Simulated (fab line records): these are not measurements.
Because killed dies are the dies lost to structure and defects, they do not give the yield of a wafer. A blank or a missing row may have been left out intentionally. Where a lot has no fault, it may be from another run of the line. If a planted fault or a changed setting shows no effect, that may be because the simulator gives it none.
Which of the tools did it?	flow nand-harc	13 lots, 39 wafers sampled, at 4 steps of a route of 1159

## WHAT THE GAUGES READ, wafer by wafer
No reading from a measuring or inspecting step in the record can be judged against a usual standard deviation.

## TOOL THAT RAN EACH LOT (tool first, then ch and the chambers of the sampled wafers, then the start)
lot	NHARC_A_CONTACT_ETCH_135	NHARC_A_CONTACT_ETCH_136	NHARC_A_CONTACT_ETCH_137	NHARC_A_CONTACT_CMP_20
L108	har-cap-etch-02 ch 0,1, day 16 17:13	har-cap-etch-02 ch 0,1, day 16 17:21	har-cap-etch-02 ch 0,1, day 16 17:28	cmp-01 ch 0,2,3, day 16 20:23
L110	har-cap-etch-02 ch 0,1, day 17 08:04	har-cap-etch-02 ch 0,1, day 17 08:11	har-cap-etch-02 ch 0,1, day 17 08:19	cmp-02 ch 1,2,3, day 17 17:33
L111	har-cap-etch-03 ch 0,1, day 17 10:11	har-cap-etch-03 ch 0,1, day 17 10:19	har-cap-etch-03 ch 0,1, day 17 10:26	cmp-01 ch 0,2,3, day 17 18:19
L112	har-cap-etch-01 ch 0,1, day 17 13:38	har-cap-etch-01 ch 0,1, day 17 13:46	har-cap-etch-01 ch 0,1, day 17 13:53	cmp-04 ch 0,1,2, day 17 19:28
L113	har-cap-etch-02 ch 0,1, day 18 01:20	har-cap-etch-02 ch 0,1, day 18 01:31	har-cap-etch-02 ch 0,1, day 18 01:40	cmp-02 ch 0,1,3, day 18 04:44
L114	har-cap-etch-03 ch 0,1, day 18 05:18	har-cap-etch-03 ch 0,1, day 18 05:26	har-cap-etch-03 ch 0,1, day 18 05:33	cmp-02 ch 1,2,3, day 18 08:27
L121	har-cap-etch-01 ch 0,1, day 19 20:46	har-cap-etch-01 ch 0,1, day 19 20:53	har-cap-etch-01 ch 0,1, day 19 21:01	cmp-01 ch 0,1,2, day 20 00:09
L120	har-cap-etch-03 ch 0,1, day 20 01:52	har-cap-etch-03 ch 0,1, day 20 01:59	har-cap-etch-03 ch 0,1, day 20 02:07	cmp-02 ch 0,1,3, day 20 05:03
L124	har-cap-etch-01 ch 0,1, day 20 14:58	har-cap-etch-01 ch 0,1, day 20 15:05	har-cap-etch-01 ch 0,1, day 20 15:13	cmp-04 ch 2,3, day 21 06:38
L127	har-cap-etch-03 ch 0,1, day 21 15:32	har-cap-etch-03 ch 0,1, day 21 15:40	har-cap-etch-03 ch 0,1, day 21 15:47	cmp-04 ch 1,2, day 21 22:02
L125	har-cap-etch-03 ch 0,1, day 22 10:11	har-cap-etch-03 ch 0,1, day 22 10:19	har-cap-etch-03 ch 0,1, day 22 10:26	cmp-01 ch 1,2, day 22 19:21
L131	har-cap-etch-03 ch 0,1, day 22 15:46	har-cap-etch-03 ch 0,1, day 22 15:53	har-cap-etch-03 ch 0,1, day 22 16:01	cmp-01 ch 0,2,3, day 22 20:49
L129	har-cap-etch-03 ch 0,1, day 22 21:32	har-cap-etch-03 ch 0,1, day 22 21:40	har-cap-etch-03 ch 0,1, day 22 21:47	cmp-02 ch 0,1,3, day 23 00:50
- NHARC_A_CONTACT_ETCH_135: etches the open film in C4F8/O2/Ar, time 132 s, target depth 1287 nm.
- NHARC_A_CONTACT_ETCH_136: etches the open film in C4F8/O2/Ar, time 132 s, target depth 1287 nm.
- NHARC_A_CONTACT_ETCH_137: etches the open film in C4F8/O2/Ar, time 132 s, target depth 1287 nm.
- NHARC_A_CONTACT_CMP_20: polishes, t overpolish 30 s, target thk 300 nm.

## AS READ BY THE TOOLS THEMSELVES (means over the sampled wafers that have a number; for cases with no such wafer, the mark the record gives instead)
NHARC_A_CONTACT_ETCH_135.
lot	tool	chamber-pressure-mTorr (mTorr)
L108	har-cap-etch-02	20.025
L110	har-cap-etch-02	19.990
L111	har-cap-etch-03	19.988
L112	har-cap-etch-01	20.006
L113	har-cap-etch-02	19.976
L114	har-cap-etch-03	20.001
L121	har-cap-etch-01	20.011
L120	har-cap-etch-03	20.010
L124	har-cap-etch-01	19.988
L127	har-cap-etch-03	20.024
L125	har-cap-etch-03	20.010
L131	har-cap-etch-03	19.996
L129	har-cap-etch-03	19.999

NHARC_A_CONTACT_ETCH_136.
lot	tool	chamber-pressure-mTorr (mTorr)
L108	har-cap-etch-02	20.003
L110	har-cap-etch-02	20.015
L111	har-cap-etch-03	19.999
L112	har-cap-etch-01	20.008
L113	har-cap-etch-02	19.994
L114	har-cap-etch-03	19.991
L121	har-cap-etch-01	19.986
L120	har-cap-etch-03	20.003
L124	har-cap-etch-01	20.011
L127	har-cap-etch-03	19.994
L125	har-cap-etch-03	19.987
L131	har-cap-etch-03	19.988
L129	har-cap-etch-03	19.976

NHARC_A_CONTACT_ETCH_137.
lot	tool	chamber-pressure-mTorr (mTorr)
L108	har-cap-etch-02	19.981
L110	har-cap-etch-02	20.003
L111	har-cap-etch-03	20.006
L112	har-cap-etch-01	20.010
L113	har-cap-etch-02	20.000
L114	har-cap-etch-03	20.013
L121	har-cap-etch-01	20.007
L120	har-cap-etch-03	20.000
L124	har-cap-etch-01	20.011
L127	har-cap-etch-03	20.025
L125	har-cap-etch-03	20.004
L131	har-cap-etch-03	19.998
L129	har-cap-etch-03	19.985

NHARC_A_CONTACT_CMP_20.
lot	tool	motor-current-A (A)	overpolish-run-s (s)	pad-life-wafers	time-to-endpoint-s (s)
L108	cmp-01	12.5	29.996	1	64.1
L110	cmp-02	12.1	29.999	380	60.7
L111	cmp-01	11.9	30.000	123	63.7
L112	cmp-04	13.0	29.997	2	63.7
L113	cmp-02	11.9	30.001	445	63.4
L114	cmp-02	12.0	30.000	482	50.3
L121	cmp-01	12.8	29.996	391	62.0
L120	cmp-02	11.8	29.991	205	51.2
L124	cmp-04	13.5	30.000	421	60.2
L127	cmp-04	13.1	30.004	6	60.4
L125	cmp-01	13.4	30.000	272	60.0
L131	cmp-01	12.3	29.997	284	57.9
L129	cmp-02	11.5	30.001	8	62.1

## THE ANSWER, worked out from the rows above alone
Rule: the lots themselves supply what counts as usual. Put in order of their means at a reading, lots are off if they are a third of the lots or fewer, leave a main group of 4 or more, and stand apart from it by a gap of 3 or more times the standard deviation of the main group's means; of several such gaps the widest counts. Not used: any main group whose means are identical at the precision the tables above print for the reading. A lot without any number at a reading at which 4 lots or more have one is off too. All remaining lots with rows at the step are treated as sound. After the gauges, taken in route order, come the tools' own readings; for these a lot's mean is taken, as printed above. At the first step where some lot is off, the reading lying furthest off is the one used; lots without a number count as furthest.
Off, at NHARC_A_CONTACT_CMP_20 on time-to-endpoint-s: L114, L120. The main group has a mean of 61.7 s with a standard deviation of 1.9.
If a tool, at that step or one of the process steps before it, ran each lot that is off and ran no sound lot following the first of them, it fits. Not one of the candidates tried fits.

## WHAT HAD BEEN PUT IN BY THE SIMULATOR
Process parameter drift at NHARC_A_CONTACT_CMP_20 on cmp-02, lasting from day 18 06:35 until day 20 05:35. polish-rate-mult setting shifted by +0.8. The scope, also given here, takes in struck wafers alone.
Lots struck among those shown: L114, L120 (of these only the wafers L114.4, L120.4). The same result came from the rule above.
